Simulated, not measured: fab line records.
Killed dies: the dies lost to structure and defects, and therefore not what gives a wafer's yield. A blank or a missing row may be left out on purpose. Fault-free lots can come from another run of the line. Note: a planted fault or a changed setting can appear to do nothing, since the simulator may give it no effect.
Matching of chambers -- flow n5_finfet -- N5_MOL_CONTACT_COAG_ETCHBACK_135 on rie_diel-03: 4 sister chambers
The step etches SiO2 in CHF3, target depth 25 nm, time 16.7 s. 4 wafers are shown with their chamber, then 8 later ones without.

== WAFERS WITH THEIR CHAMBER ==
wafer,chamber,rf_vpp_V (V)
L082.1,0,505
L087.5,3,531
L087.6,2,531
L085.1,1,551

== WAFERS WITH NO CHAMBER GIVEN ==
wafer,rf_vpp_V (V)
L085.3,530
L085.4,530
L091.1,549
L091.2,529
L091.6,549
L093.1,531
L093.3,504
L093.4,549

== WHICH CHAMBER EACH WENT THROUGH ==
wafer,from the rows above,in truth
L085.3,can't be placed: 2 or 3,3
L085.4,can't be placed: 2 or 3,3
L091.1,1,1
L091.2,can't be placed: 2 or 3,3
L091.6,1,1
L093.1,can't be placed: 2 or 3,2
L093.3,0,0
L093.4,1,1
Placed correctly: 4 of 8. Cannot be placed on the basis of these rows: 4; the candidates contain the true chamber in 4. Wrongly placed: 0.
How it was worked out, from the rows above alone: a wafer's distance from a chamber is the root of the sum, over the readings, of the square of ((its reading less the chamber's mean) divided by the reading's scatter). If the next closest chamber is less than 2 further off than the closest, the wafer can't be placed; otherwise it belongs to the closest. The mean given for a chamber averages the wafers shown for that chamber. The scatter: root of mean squared gap, hidden wafer to nearest shown wafer, with one shown wafer a chamber.
